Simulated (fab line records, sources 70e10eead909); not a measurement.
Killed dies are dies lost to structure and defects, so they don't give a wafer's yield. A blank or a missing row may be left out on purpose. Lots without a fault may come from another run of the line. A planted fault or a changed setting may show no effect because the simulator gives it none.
Which tool did it? | flow nand_harc | 6 lots, 18 wafers sampled, at 3 steps of a route of 1302

WHAT THE GAUGES READ, wafer by wafer
NHARC_A_SLIT_INSPECT_11.
lot  | measured     | on                | raw_defect_count
L299 | day 21 19:46 | defect_inspect-02 | 60 63 66
L298 | day 22 05:37 | defect_inspect-01 | 57 79 53
L301 | day 23 03:49 | defect_inspect-01 | 33 44 42
L307 | day 25 13:42 | defect_inspect-01 | 81 98 90
L312 | day 27 21:16 | defect_inspect-02 | 18 23 25
L315 | day 28 17:04 | defect_inspect-02 | 15 17 13

WHICH TOOL RAN EACH LOT (tool, then ch and the chambers of the sampled wafers, then the start)
lot  | NHARC_A_SGD_CUT_ETCHBACK_24      | NHARC_A_SLIT_SOFTBAKE_04
L299 | rie_diel-11 ch 0,3, day 21 14:06 | litho_track-01 ch 0, day 21 19:00
L298 | rie_diel-08 ch 1,3, day 21 17:19 | litho_track-06 ch 0, day 22 05:00
L301 | rie_diel-08 ch 0,1, day 22 22:29 | litho_track-04 ch 0, day 23 03:00
L307 | rie_diel-11 ch 0,2, day 25 08:14 | litho_track-06 ch 0, day 25 13:00
L312 | rie_diel-11 ch 0,1, day 27 16:10 | litho_track-06 ch 0, day 27 20:00
L315 | rie_diel-11 ch 0,3, day 28 10:45 | litho_track-04 ch 0, day 28 16:00
- NHARC_A_SGD_CUT_ETCHBACK_24: etches the open film in CH3F/O2, target depth 50 nm, time 92.857 s.
- NHARC_A_SLIT_SOFTBAKE_04: time 55 s.

THE ANSWER, worked out from the rows above alone
Rule: what is usual is taken from the lots themselves. Put in order of their means at a reading, lots are off if they are a third of the lots or fewer, leave a main group of 4 or more, and stand apart from it by a gap of 3 or more times the standard deviation of the main group's means; of several such gaps the widest counts. A main group whose means are all the same, to the digits that the tables above print for the reading, isn't used. A lot without any number at a reading at which 4 lots or more have one is off too. The other lots that the step has rows for count as sound.
No lot is off at any reading shown: from this, nothing can be told.

WHAT THE SIMULATOR HAD PUT IN
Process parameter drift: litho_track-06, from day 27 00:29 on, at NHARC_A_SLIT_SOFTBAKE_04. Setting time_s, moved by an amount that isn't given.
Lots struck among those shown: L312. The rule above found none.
